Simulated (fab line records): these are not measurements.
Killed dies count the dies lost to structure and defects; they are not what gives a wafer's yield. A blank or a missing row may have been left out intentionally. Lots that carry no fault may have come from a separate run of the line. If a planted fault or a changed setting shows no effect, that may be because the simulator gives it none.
A struck lot beside a sound one ; flow n5-finfet ; 32 steps out of a route of 1938
Sound: these wafers, L534.3, L534.4, L534.6. Struck: wafer L515.3 (left out: L515.1, L515.6 of the same lot, which were not struck); the cause appears at the end.
For every step that has rows: the tool of each side, followed by ch and its chambers, followed by its first start. Under that, the readings that differ: sound wafers ; struck wafers ; difference of the means ; sigmas: that difference in standard deviations of wafers without a fault.
alike: readings whose means differ by less than 2 such deviations, and words and numbers that are the same on both sides. not compared: withheld readings, readings that some wafer has no value for, bounds like >300 that may hide the same value, and numbers for which the record gives no deviation and whose values overlap.
The two part at a step that has a row with sigmas, a row that says differs or no value, or rows on one side only. When numbers do not overlap yet have no deviation, they are printed without sigmas and do not part them. Lack of a reading on every wafer of one side parts them only where that side has two or more wafers.

first, 10 steps without rows for these wafers: N5_HKMG_FIN_DESCUM_53 (chemistry O2, time 7.9 s); N5_HKMG_FIN_ETCH_54 (etches SiARC in CF4, target depth 45.5 nm, time 75.8 s); N5_HKMG_FIN_ETCH_55 (etches SOC in N2/H2, target depth 240 nm, time 300 s); N5_HKMG_FIN_STRIP_56 (strips in N2/H2); N5_HKMG_FIN_STRIP_57 (strips in CF4); N5_HKMG_FIN_ETCH_58 (etches SOC in N2/H2, target depth 215.8 nm, time 741 s); N5_HKMG_FIN_STRIP_93 (strips SOC in N2/H2, time 20 s); N5_HKMG_FIN_WET_ETCH_76 (etches Al2O3 in dNH4OH, stops on La2O3, target depth 2.25 nm, rinse time 30 s); N5_HKMG_FIN_STRIP_60 (strips in N2/H2, time 360 s); N5_HKMG_FIN_WET_ETCH_77 (etches La2O3 in dHCl, stops on HfO2, target depth 2 nm).
N5_HKMG_FIN_WET_ETCH_78: etches Al2O3 in dNH4OH, stops on La2O3, target depth 4.5 nm, rinse time 30 s.
  sound on wet-bench-03 ch 0,1,7, day 9 14:19; struck on wet-bench-03 ch 1,4,7, day 4 21:53
then, 17 steps without rows for these wafers: N5_HKMG_FIN_ALD_79 (deposits TiN, target thk 1.5 nm, pulse time 1 s, purge time 3 s); N5_HKMG_FIN_CVD_62 (deposits a-Si from Si2H6, target thk 3 nm, time 20.8 s); N5_HKMG_FIN_RTA_80 (time 2 s); N5_HKMG_FIN_PRECLEAN_64 (cleans in dHF, time 30 s); N5_HKMG_FIN_WET_ETCH_65 (etches a-Si in TMAH, stops on TiN, time 49 s, target depth 3 nm); N5_HKMG_FIN_WET_ETCH_81 (etches TiN in SC1, stops on HfO2, time 57 s, target depth 6 nm); N5_HKMG_FIN_WET_ETCH_82 (etches La2O3 in dHCl, stops on HfO2, target depth 2 nm, rinse time 30 s); N5_HKMG_FIN_ALD_36 (deposits TiN, target thk 1 nm, pulse time 1 s, purge time 3 s); N5_HKMG_FIN_PWFM_ALD_03 (deposits TiN, target thk 2 nm, pulse time 1 s, purge time 3 s); N5_HKMG_FIN_COAT_29 (time 60 s, resist thk 300 nm); N5_HKMG_FIN_COAT_30 (time 60 s, resist thk 35 nm); N5_HKMG_FIN_COAT_06 (resist thk 90 nm); N5_HKMG_FIN_EBR_08; N5_HKMG_FIN_SOFTBAKE_07 (time 60 s); N5_HKMG_FIN_EXPOSE_09 (exposes mask NWFM); N5_HKMG_FIN_PEB_10 (peb time 60 s); N5_HKMG_FIN_DEVELOP_11 (develop time 30 s).
N5_HKMG_FIN_INSPECT_14: inspects for defects (macro).
  sound on defect-inspect-02, day 9 17:07; struck on defect-inspect-02, day 4 23:56
reading;sound;struck;difference;sigmas
raw-defect-count;2 1 0;284;+283;+99 or more
then, 1 step without rows for these wafers: N5_HKMG_FIN_DESCUM_17 (chemistry O2, time 7.9 s).
-- a jump in the record: the struck wafers' starts before and after are 4 days apart (it breaks off in module HKMG_FIN and resumes in module BEOL_M4, where the first step shown is number 1111 of the route) --
N5_BEOL_M4_RC_MEAS_101:
  sound on prober-02 ch 0, day 14 08:02; struck on prober-02 ch 0, day 9 02:58
  alike: DIBL_N, DIBL_P, IOFF_N, IOFF_P, ION_N, ION_P, SS_N, SS_P, VT_N, VT_P
-- the record jumps here: 5 days lie between the struck wafers' starts before and after (it left off in module BEOL_M4 and takes up again in module PASSIVATION, whose first step shown is number 1936 of the route) --
N5_PASSIVATION_PROBE_49:
  rows exist in the record for the struck wafers here (prober-01, day 13 15:35), but not for the sound ones

## WHERE THEY PART
Earliest at N5_HKMG_FIN_INSPECT_14; latest, in this record, at N5_PASSIVATION_PROBE_49.

WHY: the cause the simulator had injected
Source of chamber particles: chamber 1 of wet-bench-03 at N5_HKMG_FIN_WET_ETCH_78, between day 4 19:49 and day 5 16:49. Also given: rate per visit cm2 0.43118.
